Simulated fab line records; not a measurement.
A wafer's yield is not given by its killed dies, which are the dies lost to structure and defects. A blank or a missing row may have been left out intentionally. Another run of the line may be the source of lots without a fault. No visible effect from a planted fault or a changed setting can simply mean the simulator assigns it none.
Chamber matching | flow n5Finfet | N5_BEOL_M0_ETCH_138 on rieDiel-06 has 4 sister chambers
The step etches SiCN in CH3F/O2, target depth 12 nm, time 31.6 s. 4 wafers are shown with their chamber, then 8 later ones without.

## EACH WAFER AND ITS CHAMBER
wafer  | chamber | showerheadPlenumPTorr (Torr)
L075.5 | 2       | 1.88
L078.6 | 3       | 1.97
L087.5 | 0       | 2.13
L088.3 | 1       | 2.07

## WAFERS MISSING THEIR CHAMBER
wafer  | showerheadPlenumPTorr (Torr)
L088.4 | 2.12
L088.6 | 2.13
L093.1 | 2.12
L093.3 | 1.96
L093.6 | 2.12
L097.4 | 2.06
L097.5 | 2.12
L097.6 | 2.06

## EACH ONE'S CHAMBER
wafer  | from the rows above | in truth
L088.4 | 0                   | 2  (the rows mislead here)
L088.6 | 0                   | 0
L093.1 | 0                   | 0
L093.3 | 3                   | 3
L093.6 | 0                   | 0
L097.4 | 1                   | 1
L097.5 | 0                   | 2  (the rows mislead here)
L097.6 | 1                   | 1
Placed correctly: 6 of 8. Left unplaced by these rows: 0. Number placed wrongly: 2.
How it was worked out, from the rows above alone: a wafer's distance from a chamber is the root of the sum, over the readings, of the square of ((its reading less the chamber's mean) divided by the reading's scatter). The wafer belongs to the nearest chamber; if the next one is less than 2 further off, it can't be placed. A chamber's mean is the mean of its shown wafers. The scatter (one wafer shown for each chamber): square how far every hidden wafer sits from the nearest shown wafer, average those squares and take the square root.
